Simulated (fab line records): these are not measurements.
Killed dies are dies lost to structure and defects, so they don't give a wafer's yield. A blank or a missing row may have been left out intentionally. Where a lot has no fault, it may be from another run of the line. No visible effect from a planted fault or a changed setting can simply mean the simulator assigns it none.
A lot that was struck, set against a sound lot | flow nandHarc | 39 steps out of a route of 1159
Sound: these wafers, L387.2, L387.3, L387.6. Wafers struck: L390.3, L390.5, L390.6. The cause comes at the end.
Each step with rows lists, per side, the tool, then ch with its chambers, then its first start. Under that, the readings that differ: sound wafers | struck wafers | difference of the means | sigmas: that difference in standard deviations of wafers without a fault.
alike: words and numbers the same on both sides, and readings whose means are apart by under 2 such deviations; not compared: readings that were withheld, readings missing a value for some wafer, numbers with overlapping values and no deviation given by the record, and bounds like >300 which may hide the same value.
A row with sigmas, a row that says differs or no value, or rows on one side alone: a step with any of these is where the two part. Numbers that don't overlap but have no deviation are shown without sigmas and don't part them. A reading that every wafer of one side lacks parts them only if that side has two wafers or more.

NHARC_A_CHANNEL_FILL_D1_ALD_16: deposits SiO2, target thk 1.5 nm, pulse time 10 s, ald cycles 15.
  sound on aldHk-02 ch 0,1, day 9 22:49; struck on aldHk-04 ch 0,2,3, day 10 19:43
  alike: heaterPowerOuterW, heaterPowerW, precursorPulseHeightRel
then, 9 steps without rows for these wafers: NHARC_A_CHANNEL_FILL_D1_ANNEAL_17 (time 1800 s); NHARC_A_CHANNEL_FILL_D1_CVD_18 (deposits poly-Si, target thk 3 nm); NHARC_A_CHANNEL_FILL_D1_ETCHBACK_19 (etches the open film in HBr/Cl2, target depth 5 nm, time 1.7 s); NHARC_A_CHANNEL_FILL_D1_ETCHBACK_20 (etches the open film in C4F8/O2/Ar, target depth 27 nm, time 13.5 s); NHARC_A_CHANNEL_FILL_D1_STRIP_28 (strips in O2, time 20 s); NHARC_A_CHANNEL_FILL_D1_PRECLEAN_21 (cleans in dHF, time 30 s); NHARC_A_CHANNEL_FILL_D1_SRD_23; NHARC_A_CHANNEL_FILL_D1_CVD_05 (deposits poly-Si, target thk 5 nm); NHARC_A_CHANNEL_FILL_D1_ANNEAL_22 (time 7200 s).
NHARC_A_CHANNEL_FILL_D1_THK_MEAS_06: measures by ellipsometry.
  sound on filmMetro-01, day 10 22:20; struck on filmMetro-02, day 11 19:06
  alike: thkNm
then, 1 step without rows for these wafers: NHARC_A_CHANNEL_FILL_D1_ALD_25 (deposits SiOx, target thk 60 nm, pulse time 10 s, ald cycles 600).
NHARC_A_CHANNEL_FILL_D1_ETCHBACK_08: etches the open film in C4F8, target depth 220 nm, time 110 s.
  sound on rieDiel-10 ch 0,1, day 11 04:02; struck on rieDiel-10 ch 2,3, day 12 00:45
  alike: chamberPressureMTorr, oesProductAu, rfVppV
  not compared: rfHoursCounterH
NHARC_A_CHANNEL_FILL_D1_STRIP_29: strips in O2, time 20 s.
  sound on rieDiel-10 ch 2,3; struck on rieDiel-10 ch 0,1,2
  alike: chamberPressureMTorr, drypumpMotorCurrentA, oesProductAu, rfVppV, showerheadPlenumPTorr, throttleValvePct
  not compared: rfHoursCounterH
then, 5 steps without rows for these wafers: NHARC_A_CHANNEL_FILL_D1_PRECLEAN_30 (cleans in dHF, time 30 s); NHARC_A_CHANNEL_FILL_D1_SRD_31; NHARC_A_CHANNEL_FILL_D1_CVD_09 (deposits poly-Si, target thk 150 nm, time 3000 s); NHARC_A_CHANNEL_FILL_D1_CMP_10 (polishes, target thk 150 nm); NHARC_A_CHANNEL_FILL_D1_SRD_12.
NHARC_A_CHANNEL_FILL_D1_RTA_24: time 5 s.
  sound on rtpAnneal-02 ch 0, day 11 10:20; struck on rtpAnneal-02 ch 0, day 12 07:01
  alike: lampPowerPct, lamp_zone_6_pct, wafer_temp_C_max
NHARC_A_STAIRCASE_DEP_156: deposits SiNx, target thk 50 nm.
  sound on pecvd-04 ch 0,2, day 11 10:35; struck on pecvd-04 ch 0,1, day 12 07:14
  alike: heaterPowerOuterW, heaterPowerW
then, 9 steps without rows for these wafers: NHARC_A_STAIRCASE_DEHYDRATE_158 (time 120 s); NHARC_A_STAIRCASE_HMDS_159 (time 30 s); NHARC_A_STAIRCASE_COAT_160; NHARC_A_STAIRCASE_SOFTBAKE_161 (time 170 s); NHARC_A_STAIRCASE_EBR_162; NHARC_A_STAIRCASE_EXPOSE_163 (exposes mask STAIR OPEN); NHARC_A_STAIRCASE_PEB_164 (peb time 130 s); NHARC_A_STAIRCASE_DEVELOP_165 (time 140 s); NHARC_A_STAIRCASE_HARDBAKE_167 (time 140 s).
NHARC_A_STAIRCASE_DESCUM_168: chemistry O2, time 3 s.
  sound on rieDiel-11 ch 0,1,2, day 11 11:36; struck on rieDiel-11 ch 0,1, day 12 08:18
  alike: chamberPressureMTorr, drypumpMotorCurrentA, oesProductAu, rfVppV, showerheadPlenumPTorr, throttleValvePct
  not compared: rfHoursCounterH
then, 7 steps without rows for these wafers: NHARC_A_STAIRCASE_ETCH_169 (etches the open film in CH3F/O2, target depth 50 nm, time 107.1 s); NHARC_A_STAIRCASE_ETCH_170 (etches the open film in C4F6/O2, target depth 200 nm, time 66.667 s); NHARC_A_STAIRCASE_STRIP_171 (strips in O2); NHARC_A_STAIRCASE_STRIP_172 (strips in SPM, time 900 s); NHARC_A_STAIRCASE_PRECLEAN_173 (cleans in SC1); NHARC_A_STAIRCASE_SRD_174; NHARC_A_STAIRCASE_DEHYDRATE_01 (time 120 s).
-- jump in the record: it breaks off in module A_STAIRCASE and resumes in module END (first step shown: number 1159 of the route), and 8 days separate the struck wafers' starts before and after --
NHARC_END_SORT_01:
  the record has rows for the struck wafers here (prober-02 ch 0, day 20 19:29) and none for the sound ones

## WHERE THEY PART
Only at NHARC_END_SORT_01, as far as this record shows.

WHY: whatever the simulator had introduced
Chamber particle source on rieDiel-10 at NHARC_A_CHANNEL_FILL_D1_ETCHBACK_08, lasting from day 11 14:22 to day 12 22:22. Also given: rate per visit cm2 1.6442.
